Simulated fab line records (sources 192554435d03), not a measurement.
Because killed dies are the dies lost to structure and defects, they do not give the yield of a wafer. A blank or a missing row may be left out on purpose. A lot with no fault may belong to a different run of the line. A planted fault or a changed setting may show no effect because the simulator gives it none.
fab line records    flow n5_finfet
[record] lots = 24  wafers = 72  last_day = 18
route steps=1938 shown BEOL_M1@776
lots with no fault: from the same line, run without faults
start_h: the number of hours between the record's first day and the start of the first shown wafer of the lot    wait_h: how many hours have passed since the lot's step before this one    " the same as in the row above    L1.1+2: a single row standing in for several wafers    - no value, or no start given    * or withheld: withheld    < > ~ a bound
route shown NAME@n: NAME is a module with steps in the file, n the number in the route of the first one    usual: average and standard deviation across the fault-free wafers    same: alike in all rows    chamber/n: place in a boat    sites: per-site readings    _std_site: standard deviation across them    _edge_site: mean of outer sites minus mean of inner sites    radius_mm: how far each site lies from the wafer's centre    mask NAME#n: copy n    behind: the last tool/chamber to shape the wafer    hold: why the lot went on hold/how many hours it stayed there/how the hold came to an end    device: the transistor (n, p or np) that didn't switch    end of line: the same wafers' tests at the end of the route    for a step that has no rows: nothing shown but its recipe    killed: count of dies lost to structure and defects at first sort (not the wafer's yield)    map: per-die view of a wafer (x killed, . not killed, _ where there is no die)
set.NAME: setting as actually run; set.NAME@STEP: the setting as run at that earlier step    model.NAME: the simulator's own value behind a step, which no gauge read
the route's steps for a sample of lots (tables are steps, rows are wafers)
services: when a tool's chamber went out of use (start_h, in hours from the record's first day, below 0 if earlier), for how many hours, and the reason
[[steps]]
[step N5_BEOL_M1_CD_MEAS_18]
[recipe] pitch_nm = 36  target_cd_nm = 18
[usual] cd_nm = 17.7/0.39
lot.wafer  tool       chamber  start_h  wait_h  cd_nm
L074.2     cd_sem-02  -        121.22   0.1     17.9
L074.3     "          -        "        "       17.8
L074.5     "          -        "        "       17.3
L075.3     cd_sem-01  -        128.00   0.1     18.1
L075.5     "          -        "        "       17.5
L075.6     "          -        "        "       16.9
L076.1     cd_sem-01  -        133.31   0.0     17.5
L076.2     "          -        "        "       17.5
L076.5     "          -        "        "       18.3
L077.3     cd_sem-03  -        141.73   0.1     18.4
L077.4     "          -        "        "       17.6
L077.6     "          -        "        "       17.4
L078.1     cd_sem-02  -        144.73   0.0     18.5
L078.3     "          -        "        "       17.7
L078.5     "          -        "        "       17.8
L079.4     cd_sem-02  -        157.90   0.1     17.5
L079.5     "          -        "        "       17.0
L079.6     "          -        "        "       17.6
L080.2     cd_sem-01  -        157.94   0.1     17.8
L080.3     "          -        "        "       17.2
L080.4     "          -        "        "       18.3
L081.1     cd_sem-02  -        159.76   0.0     17.8
L081.2     "          -        "        "       17.3
L081.6     "          -        "        "       18.0
L082.1     cd_sem-03  -        173.29   0.0     18.0
L082.4     "          -        "        "       18.0
L082.6     "          -        "        "       17.5
L083.4     cd_sem-01  -        173.98   0.1     17.2
L083.5     "          -        "        "       17.9
L083.6     "          -        "        "       17.6
L084.4     cd_sem-03  -        178.17   0.1     18.3
L084.5     "          -        "        "       17.9
L084.6     "          -        "        "       18.4
L085.1     cd_sem-01  -        190.80   0.1     17.3
L085.4     "          -        "        "       17.8
L085.5     "          -        "        "       17.2
L086.2     cd_sem-01  -        196.41   0.1     17.9
L086.3     "          -        "        "       17.5
L086.6     "          -        "        "       17.1
L087.2     cd_sem-01  -        204.38   0.1     18.5
L087.4     "          -        "        "       17.9
L087.5     "          -        "        "       18.3
L088.1     cd_sem-02  -        204.39   0.0     17.8
L088.2     "          -        "        "       17.5
L088.4     "          -        "        "       17.0
L089.2     cd_sem-03  -        214.43   0.1     17.7
L089.4     "          -        "        "       18.0
L089.5     "          -        "        "       18.3
L090.1     cd_sem-03  -        217.29   0.0     17.6
L090.4     "          -        "        "       18.0
L090.5     "          -        "        "       17.7
L091.2     cd_sem-02  -        225.96   0.1     18.7
L091.3     "          -        "        "       17.9
L091.5     "          -        "        "       17.5
L092.2     cd_sem-03  -        232.93   0.1     18.5
L092.4     "          -        "        "       17.9
L092.6     "          -        "        "       18.2
L093.1     cd_sem-01  -        233.06   0.0     17.4
L093.2     "          -        "        "       17.7
L093.3     "          -        "        "       17.5
L094.2     cd_sem-03  -        242.75   0.1     18.5
L094.4     "          -        "        "       18.1
L094.5     "          -        "        "       18.3
L095.2     cd_sem-02  -        245.79   0.1     17.8
L095.3     "          -        "        "       17.8
L095.4     "          -        "        "       18.3
L096.2     cd_sem-02  -        253.12   0.1     17.9
L096.3     "          -        "        "       18.4
L096.6     "          -        "        "       17.6
L097.2     cd_sem-01  -        265.03   0.1     17.2
L097.4     "          -        "        "       18.1
L097.6     "          -        "        "       18.0
[step N5_BEOL_M1_ETCH_70]
[recipe] chemistry = N2/H2  target = SOC  target_depth_a = 800  overetch_a = 160  mask_material = SiARC  temp_c = 40  time_s = 120  ion_energy_ev = 200  pressure_mtorr = 30  source_w = 840  bias_w = 150  n2_flow_sccm = 200  h2_flow_sccm = 200
[usual] drypump_motor_current_A = 5.8/0.42  oes_product_au = 0.60/0.066  rf_fwd_power_W = 836.0/2.7  rf_vpp_V = 523.6/3  showerhead_plenum_p_Torr = 2.54/0.1  throttle_valve_pct = 17.8/0.33
lot.wafer  tool         chamber  start_h  wait_h  drypump_motor_current_A  oes_product_au  rf_fwd_power_W  rf_hours_counter_h  rf_vpp_V  showerhead_plenum_p_Torr  throttle_valve_pct
L074.2     rie_diel-01  2        127.60   0.0     5.4                      0.57            836.8           193                 519.9     2.41                      17.8
L074.3     "            1        "        "       5.5                      0.56            835.8           168                 527.0     2.64                      18.0
L074.5     "            1        "        "       5.5                      0.57            835.3           -                   526.2     2.64                      18.0
L075.3     rie_diel-02  3        131.63   0.0     6.2                      0.54            835.8           202                 520.8     2.43                      18.1
L075.5     "            1        "        "       5.7                      0.71            833.3           -                   527.5     2.72                      17.4
L075.6     "            2        "        "       5.1                      0.63            835.5           -                   525.4     2.55                      17.7
L076.1     rie_diel-01  2        135.10   0.0     5.4                      0.56            835.4           195                 519.6     2.41                      17.7
L076.2     "            1        "        "       5.5                      0.58            833.8           170                 527.0     2.64                      18.0
L076.5     "            3        "        "       6.0                      0.53            835.5           -                   519.1     2.42                      17.8
L077.3     rie_diel-02  0        145.83   0.0     5.8                      0.55            835.9           179                 527.5     2.64                      17.8
L077.4     "            1        "        "       5.7                      0.70            834.0           21                  528.1     2.72                      17.4
L077.6     "            0        "        "       5.8                      0.55            834.0           -                   527.0     2.64                      17.8
L078.1     rie_diel-06  2        145.89   0.0     6.1                      0.55            833.6           178                 520.5     2.45                      18.4
L078.3     "            0        "        "       6.8                      0.56            834.6           179                 525.8     2.64                      17.9
L078.5     "            3        "        "       5.8                      0.71            835.6           -                   522.2     2.49                      17.6
L079.4     rie_diel-01  0        162.46   0.0     5.7                      0.69            839.8           23                  525.6     2.60                      17.2
L079.5     "            0        "        "       5.7                      0.69            832.2           -                   526.4     2.60                      17.2
L079.6     "            1        "        "       5.5                      0.57            834.6           -                   527.4     2.63                      18.0
L080.2     rie_diel-02  1        162.65   0.0     5.8                      0.70            829.4           22                  528.1     2.71                      17.4
L080.3     "            3        "        "       6.2                      0.55            831.1           207                 520.4     2.43                      18.1
L080.4     "            2        "        "       5.1                      0.62            840.0           76                  524.4     2.55                      17.7
L081.1     rie_diel-06  3        162.67   0.0     5.8                      0.70            838.3           26                  522.9     2.48                      17.6
L081.2     "            2        "        "       6.1                      0.55            835.0           182                 522.5     2.45                      18.4
L081.6     "            1        "        "       6.5                      0.69            839.0           -                   523.5     2.50                      17.6
L082.1     rie_diel-01  1        175.12   0.0     5.5                      0.57            841.2           184                 527.9     2.63                      18.0
L082.4     "            3        "        "       6.0                      0.52            836.4           230                 521.4     2.42                      17.9
L082.6     "            1        "        "       5.5                      0.57            839.6           -                   527.0     2.63                      18.0
L083.4     rie_diel-01  3        175.59   0.0     6.0                      0.52            836.3           230                 519.8     2.42                      17.8
L083.5     "            1        "        "       5.5                      0.56            840.0           -                   526.4     2.63                      18.0
L083.6     "            2        "        "       5.4                      0.55            836.9           -                   520.5     2.40                      17.8
L084.4     rie_diel-06  0        189.12   0.0     6.8                      0.54            841.6           193                 526.6     2.63                      17.9
L084.5     "            0        "        "       6.8                      0.55            835.8           -                   526.8     2.63                      17.9
L084.6     "            1        "        "       6.5                      0.69            838.1           -                   522.0     2.49                      17.6
L085.1     rie_diel-02  2        194.64   0.0     5.1                      0.61            836.9           87                  523.3     2.54                      17.7
L085.4     "            2        "        "       5.1                      0.61            833.5           -                   523.8     2.54                      17.7
L085.5     "            1        "        "       5.7                      0.69            834.4           -                   528.3     2.71                      17.4
L086.2     rie_diel-01  2        198.94   0.0     5.4                      0.56            843.2           217                 521.0     2.40                      17.8
L086.3     "            0        "        "       5.6                      0.67            836.5           33                  526.1     2.59                      17.2
L086.6     "            1        "        "       5.5                      0.56            834.9           -                   526.2     2.63                      18.0
L087.2     rie_diel-02  2        205.24   0.0     5.1                      0.61            834.6           90                  525.6     2.54                      17.7
L087.4     "            1        "        "       5.7                      0.68            837.2           35                  529.2     2.71                      17.4
L087.5     "            1        "        "       5.8                      0.68            832.9           -                   527.8     2.71                      17.4
L088.1     rie_diel-06  2        211.76   0.0     6.1                      0.54            837.9           198                 519.4     2.44                      18.5
L088.2     "            3        "        "       5.7                      0.68            833.8           42                  522.0     2.48                      17.7
L088.4     "            0        "        "       6.8                      0.55            840.3           -                   525.7     2.63                      17.9
L089.2     rie_diel-01  0        215.72   0.0     5.6                      0.67            834.0           40                  525.4     2.59                      17.2
L089.4     "            1        "        "       5.5                      0.56            834.2           -                   525.0     2.63                      18.0
L089.5     "            2        "        "       5.5                      0.54            834.6           -                   520.0     2.40                      17.8
L090.1     rie_diel-01  1        220.09   0.0     5.5                      0.56            832.2           200                 524.7     2.63                      18.0
L090.4     "            0        "        "       5.6                      0.67            832.9           -                   525.0     2.59                      17.2
L090.5     "            1        "        "       5.5                      0.55            835.3           -                   527.1     2.63                      18.0
L091.2     rie_diel-02  3        228.30   0.0     6.2                      0.53            835.9           230                 519.0     2.42                      18.1
L091.3     "            0        "        "       5.8                      0.53            835.9           201                 526.1     2.63                      17.9
L091.5     "            0        "        "       5.8                      0.54            835.6           -                   525.4     2.63                      17.9
L093.1     rie_diel-02  1        238.82   0.0     5.8                      0.66            836.7           47                  528.2     2.70                      17.4
L093.2     "            3        "        "       6.2                      0.53            832.9           234                 522.1     2.41                      18.1
L093.3     "            2        "        "       5.0                      0.60            836.4           96                  524.7     2.54                      17.7
L092.2     rie_diel-06  0        248.02   0.0     6.8                      0.54            834.0           212                 526.2     2.62                      17.9
L092.4     "            3        "        "       5.8                      0.67            836.9           52                  521.8     2.47                      17.7
L092.6     "            3        "        "       5.8                      0.67            840.9           -                   523.2     2.47                      17.7
L094.2     rie_diel-01  0        248.06   0.0     5.6                      0.65            834.6           52                  525.0     2.59                      17.3
L094.4     "            2        "        "       5.4                      0.54            837.6           235                 519.0     2.39                      17.8
L094.5     "            0        "        "       5.7                      0.66            832.8           -                   525.0     2.59                      17.3
L095.2     rie_diel-06  1        248.42   0.0     6.5                      0.66            836.6           55                  522.1     2.49                      17.6
L095.3     "            0        "        "       6.8                      0.53            836.8           212                 525.9     2.62                      17.9
L095.4     "            2        "        "       6.1                      0.54            831.3           207                 518.7     2.44                      18.5
L096.2     rie_diel-01  1        254.71   0.0     5.5                      0.55            832.0           212                 524.7     2.62                      18.0
L096.3     "            3        "        "       6.0                      0.51            841.1           245                 520.7     2.41                      17.9
L096.6     "            2        "        "       5.4                      0.54            835.9           -                   519.8     2.39                      17.8
L097.2     rie_diel-06  0        272.38   0.0     6.7                      0.53            838.5           220                 527.3     2.62                      17.9
L097.4     "            3        "        "       5.8                      0.66            836.2           60                  521.3     2.47                      17.7
L097.6     "            1        "        "       6.5                      0.67            834.2           -                   522.5     2.48                      17.7
[step N5_BEOL_M1_CD_MEAS_35]
[recipe] target_cd_nm = 18  target_cd_y_nm = 21  polarity = opening
[usual] cd_nm = 17.7/0.43
lot.wafer  tool       chamber  start_h  wait_h  cd_nm
L074.2     cd_sem-01  -        128.11   0.0     18.1
L074.3     "          -        "        "       17.9
L074.5     "          -        "        "       17.4
L075.3     cd_sem-02  -        132.14   0.0     18.4
L075.5     "          -        "        "       17.2
L075.6     "          -        "        "       17.5
L076.1     cd_sem-01  -        135.61   0.0     17.6
L076.2     "          -        "        "       17.3
L076.5     "          -        "        "       18.4
L077.3     cd_sem-01  -        146.34   0.0     18.6
L077.4     "          -        "        "       17.1
L077.6     "          -        "        "       17.5
L078.1     cd_sem-01  -        146.49   0.0     18.5
L078.3     "          -        "        "       17.2
L078.5     "          -        "        "       17.9
L079.4     cd_sem-02  -        162.97   0.0     17.5
L079.5     "          -        "        "       17.4
L079.6     "          -        "        "       17.5
L080.2     cd_sem-03  -        163.16   0.0     17.6
L080.3     "          -        "        "       17.3
L080.4     "          -        "        "       18.5
L081.1     cd_sem-01  -        163.18   0.0     17.5
L081.2     "          -        "        "       17.1
L081.6     "          -        "        "       18.0
L082.1     cd_sem-02  -        175.63   0.0     17.7
L082.4     "          -        "        "       18.1
L082.6     "          -        "        "       17.4
L083.4     cd_sem-02  -        176.11   0.0     17.2
L083.5     "          -        "        "       18.1
L083.6     "          -        "        "       17.9
L084.4     cd_sem-02  -        189.63   0.0     18.1
L084.5     "          -        "        "       17.6
L084.6     "          -        "        "       18.0
L085.1     cd_sem-01  -        195.15   0.0     17.5
L085.4     "          -        "        "       17.9
L085.5     "          -        "        "       17.5
L086.2     cd_sem-01  -        199.45   0.0     17.6
L086.3     "          -        "        "       17.3
L086.6     "          -        "        "       17.1
L087.2     cd_sem-01  -        205.75   0.0     18.7
L087.4     "          -        "        "       17.7
L087.5     "          -        "        "       18.3
L088.1     cd_sem-01  -        212.27   0.0     17.3
L088.2     "          -        "        "       17.7
L088.4     "          -        "        "       17.4
L089.2     cd_sem-02  -        216.23   0.0     18.2
L089.4     "          -        "        "       18.4
L089.5     "          -        "        "       18.5
L090.1     cd_sem-03  -        220.60   0.0     17.6
L090.4     "          -        "        "       17.6
L090.5     "          -        "        "       18.1
L091.2     cd_sem-02  -        228.81   0.0     18.5
L091.3     "          -        "        "       18.1
L091.5     "          -        "        "       18.0
L093.1     cd_sem-01  -        239.32   0.0     17.2
L093.2     "          -        "        "       18.0
L093.3     "          -        "        "       17.6
L092.2     cd_sem-01  -        248.54   0.0     18.5
L092.4     "          -        "        "       17.2
L092.6     "          -        "        "       18.1
L094.2     cd_sem-02  -        248.59   0.0     18.4
L094.4     "          -        "        "       18.3
L094.5     "          -        "        "       18.4
L095.2     cd_sem-03  -        248.94   0.0     17.9
L095.3     "          -        "        "       18.0
L095.4     "          -        "        "       17.6
L096.2     cd_sem-03  -        255.22   0.0     17.9
L096.3     "          -        "        "       18.2
L096.6     "          -        "        "       17.6
L097.2     cd_sem-01  -        272.89   0.0     17.2
L097.4     "          -        "        "       17.3
L097.6     "          -        "        "       17.8
[step N5_BEOL_M1_ANNEAL_82]
[recipe] temp_c = 400  time_s = 240  ambient = vacuum
[usual] heater_power_w = 854/110
lot.wafer  tool            chamber  start_h  wait_h  heater_power_w
L074.2     pvd_sputter-02  -        130.82   0.0     1033
L074.3     "               -        "        "       906
L074.5     "               -        "        "       1001
L075.3     pvd_sputter-03  -        134.12   0.0     982
L075.5     "               -        "        "       1008
L075.6     "               -        "        "       753
L076.1     pvd_sputter-01  -        137.25   0.0     647
L076.2     "               -        "        "       818
L076.5     "               -        "        "       684
L077.3     pvd_sputter-01  -        147.83   0.0     645
L077.4     "               -        "        "       842
L077.6     "               -        "        "       908
L078.1     pvd_sputter-03  -        148.20   0.0     864
L078.3     "               -        "        "       1040
L078.5     "               -        "        "       779
L079.4     pvd_sputter-02  -        164.24   0.0     1045
L079.5     "               -        "        "       807
L079.6     "               -        "        "       925
L080.2     pvd_sputter-03  -        164.43   0.0     1057
L080.3     "               -        "        "       848
L080.4     "               -        "        "       773
L081.1     pvd_sputter-02  -        166.12   0.0     901
L081.2     "               -        "        "       854
L081.6     "               -        "        "       1011
L082.1     pvd_sputter-03  -        177.19   0.0     879
L082.4     "               -        "        "       979
L082.6     "               -        "        "       867
L083.4     pvd_sputter-01  -        177.72   0.0     937
L083.5     "               -        "        "       927
L083.6     "               -        "        "       660
L084.4     pvd_sputter-01  -        191.14   0.0     813
L084.5     "               -        "        "       902
L084.6     "               -        "        "       668
L085.1     pvd_sputter-02  -        197.01   0.0     853
L085.4     "               -        "        "       760
L085.5     "               -        "        "       1018
L086.2     pvd_sputter-01  -        201.30   0.0     851
L086.3     "               -        "        "       663
L086.6     "               -        "        "       792
L087.2     pvd_sputter-03  -        208.49   0.0     865
L087.4     "               -        "        "       767
L087.5     "               -        "        "       1023
L088.1     pvd_sputter-03  -        214.35   0.0     780
L088.2     "               -        "        "       946
L088.4     "               -        "        "       869
L089.2     pvd_sputter-01  -        219.22   0.0     836
L089.4     "               -        "        "       797
L089.5     "               -        "        "       908
L090.1     pvd_sputter-01  -        222.39   0.0     838
L090.4     "               -        "        "       904
L090.5     "               -        "        "       815
L091.2     pvd_sputter-01  -        230.13   0.0     858
L091.3     "               -        "        "       655
L091.5     "               -        "        "       920
L093.1     pvd_sputter-01  -        241.41   0.0     663
L093.2     "               -        "        "       891
L093.3     "               -        "        "       805
L092.2     pvd_sputter-01  -        249.94   0.0     946
L092.4     "               -        "        "       850
L092.6     "               -        "        "       656
L094.2     pvd_sputter-02  -        250.54   0.0     985
L094.4     "               -        "        "       780
L094.5     "               -        "        "       1025
L095.2     pvd_sputter-01  -        251.78   0.0     674
L095.3     "               -        "        "       796
L095.4     "               -        "        "       866
L096.2     pvd_sputter-02  -        256.78   0.0     855
L096.3     "               -        "        "       1039
L096.6     "               -        "        "       923
L097.2     pvd_sputter-01  -        275.43   0.0     845
L097.4     "               -        "        "       789
L097.6     "               -        "        "       667
[step N5_BEOL_M1_SPUTTER_86]
[recipe] material = Cu  target_thk_a = 45  temp_c = -20  chamber_pressure_pa = 0.07  power_w = withheld  time_s = 8.29
[usual] throttle_valve_pct = 30.1/1.3
lot.wafer  tool            chamber  start_h  wait_h  throttle_valve_pct
L074.2     pvd_sputter-02  -        130.96   0.1     30.4
L074.3     "               -        "        "       31.3
L074.5     "               -        "        "       30.3
L075.3     pvd_sputter-03  -        134.26   0.1     29.7
L075.5     "               -        "        "       29.8
L075.6     "               -        "        "       31.9
L076.1     pvd_sputter-01  -        137.39   0.1     29.4
L076.2     "               -        "        "       29.1
L076.5     "               -        "        "       29.1
L077.3     pvd_sputter-01  -        147.97   0.1     29.2
L077.4     "               -        "        "       28.8
L077.6     "               -        "        "       31.1
L078.1     pvd_sputter-03  -        148.34   0.1     33.3
L078.3     "               -        "        "       29.8
L078.5     "               -        "        "       32.0
L079.4     pvd_sputter-02  -        164.38   0.1     30.5
L079.5     "               -        "        "       30.6
L079.6     "               -        "        "       31.7
L080.2     pvd_sputter-03  -        164.57   0.1     29.3
L080.3     "               -        "        "       33.3
L080.4     "               -        "        "       32.0
L081.1     pvd_sputter-02  -        166.26   0.1     31.5
L081.2     "               -        "        "       28.4
L081.6     "               -        "        "       30.5
L082.1     pvd_sputter-03  -        177.33   0.1     33.0
L082.4     "               -        "        "       29.8
L082.6     "               -        "        "       33.1
L083.4     pvd_sputter-01  -        177.86   0.1     31.0
L083.5     "               -        "        "       30.8
L083.6     "               -        "        "       29.3
L084.4     pvd_sputter-01  -        191.28   0.1     29.0
L084.5     "               -        "        "       31.1
L084.6     "               -        "        "       29.2
L085.1     pvd_sputter-02  -        197.15   0.1     28.6
L085.4     "               -        "        "       30.6
L085.5     "               -        "        "       30.4
L086.2     pvd_sputter-01  -        201.44   0.1     28.8
L086.3     "               -        "        "       29.3
L086.6     "               -        "        "       29.2
L087.2     pvd_sputter-03  -        208.63   0.1     33.5
L087.4     "               -        "        "       31.9
L087.5     "               -        "        "       29.7
L088.1     pvd_sputter-03  -        214.49   0.1     31.9
L088.2     "               -        "        "       29.9
L088.4     "               -        "        "       33.2
L089.2     pvd_sputter-01  -        219.36   0.1     29.0
L089.4     "               -        "        "       28.9
L089.5     "               -        "        "       31.0
L090.1     pvd_sputter-01  -        222.53   0.1     28.7
L090.4     "               -        "        "       31.1
L090.5     "               -        "        "       28.9
L091.2     pvd_sputter-01  -        230.27   0.1     28.7
L091.3     "               -        "        "       29.3
L091.5     "               -        "        "       31.0
L093.1     pvd_sputter-01  -        241.55   0.1     29.3
L093.2     "               -        "        "       30.8
L093.3     "               -        "        "       29.1
L092.2     pvd_sputter-01  -        250.08   0.1     31.0
L092.4     "               -        "        "       28.9
L092.6     "               -        "        "       29.3
L094.2     pvd_sputter-02  -        250.68   0.1     30.4
L094.4     "               -        "        "       30.4
L094.5     "               -        "        "       30.5
L095.2     pvd_sputter-01  -        251.92   0.1     29.2
L095.3     "               -        "        "       29.1
L095.4     "               -        "        "       28.9
L096.2     pvd_sputter-02  -        256.92   0.1     28.7
L096.3     "               -        "        "       30.3
L096.6     "               -        "        "       31.3
L097.2     pvd_sputter-01  -        275.57   0.1     28.8
L097.4     "               -        "        "       29.1
L097.6     "               -        "        "       29.4
[step N5_BEOL_M1_ANNEAL_95]
[recipe] temp_c = 400  time_s = 240  ambient = vacuum
[usual] heater_power_w = 855/110
lot.wafer  tool            chamber  start_h  wait_h  heater_power_w
L074.2     pvd_sputter-02  -        131.92   0.0     1004
L074.3     "               -        "        "       904
L074.5     "               -        "        "       1045
L075.3     pvd_sputter-03  -        135.22   0.0     991
L075.5     "               -        "        "       992
L075.6     "               -        "        "       779
L076.1     pvd_sputter-01  -        138.35   0.0     659
L076.2     "               -        "        "       798
L076.5     "               -        "        "       686
L077.3     pvd_sputter-01  -        148.93   0.0     657
L077.4     "               -        "        "       840
L077.6     "               -        "        "       915
L078.1     pvd_sputter-03  -        149.30   0.0     870
L078.3     "               -        "        "       1007
L078.5     "               -        "        "       775
L079.4     pvd_sputter-02  -        165.34   0.0     996
L079.5     "               -        "        "       799
L079.6     "               -        "        "       927
L080.2     pvd_sputter-03  -        165.53   0.0     1019
L080.3     "               -        "        "       851
L080.4     "               -        "        "       790
L081.1     pvd_sputter-02  -        167.22   0.0     900
L081.2     "               -        "        "       866
L081.6     "               -        "        "       1007
L082.1     pvd_sputter-03  -        178.29   0.0     876
L082.4     "               -        "        "       971
L082.6     "               -        "        "       887
L083.4     pvd_sputter-01  -        178.82   0.0     920
L083.5     "               -        "        "       918
L083.6     "               -        "        "       664
L084.4     pvd_sputter-01  -        192.24   0.0     805
L084.5     "               -        "        "       890
L084.6     "               -        "        "       680
L085.1     pvd_sputter-02  -        198.11   0.0     849
L085.4     "               -        "        "       791
L085.5     "               -        "        "       1006
L086.2     pvd_sputter-01  -        202.40   0.0     837
L086.3     "               -        "        "       665
L086.6     "               -        "        "       810
L087.2     pvd_sputter-03  -        209.59   0.0     867
L087.4     "               -        "        "       785
L087.5     "               -        "        "       1006
L088.1     pvd_sputter-03  -        215.45   0.0     814
L088.2     "               -        "        "       974
L088.4     "               -        "        "       853
L089.2     pvd_sputter-01  -        220.32   0.0     843
L089.4     "               -        "        "       815
L089.5     "               -        "        "       924
L090.1     pvd_sputter-01  -        223.49   0.0     862
L090.4     "               -        "        "       931
L090.5     "               -        "        "       817
L091.2     pvd_sputter-01  -        231.23   0.0     829
L091.3     "               -        "        "       687
L091.5     "               -        "        "       887
L093.1     pvd_sputter-01  -        242.51   0.0     689
L093.2     "               -        "        "       914
L093.3     "               -        "        "       796
L092.2     pvd_sputter-01  -        251.04   0.0     918
L092.4     "               -        "        "       843
L092.6     "               -        "        "       668
L094.2     pvd_sputter-02  -        251.64   0.0     1024
L094.4     "               -        "        "       787
L094.5     "               -        "        "       1015
L095.2     pvd_sputter-01  -        252.88   0.0     664
L095.3     "               -        "        "       821
L095.4     "               -        "        "       852
L096.2     pvd_sputter-02  -        257.88   0.0     853
L096.3     "               -        "        "       1022
L096.6     "               -        "        "       907
L097.2     pvd_sputter-01  -        276.53   0.0     818
L097.4     "               -        "        "       819
L097.6     "               -        "        "       681
[[services]]
tool            chamber  start_h  hours  kind
pvd_sputter-01  -        131.81   1.2    repair
rie_diel-02     3        134.23   1.3    repair
rie_diel-02     -        147.33   14.6   pm
rie_diel-02     1        176.33   5.3    repair
rie_diel-01     3        198.80   7.3    repair
rie_diel-01     3        211.77   18.5   repair
rie_diel-01     3        268.96   -      clean
rie_diel-01     3        268.96   -      consumable_replace:focus_ring
rie_diel-01     3        268.96   -      consumable_replace:showerhead
rie_diel-01     3        268.96   16.1   scheduled_down
rie_diel-01     3        268.96   16.1   vent_cycle
[[key]]
fault none
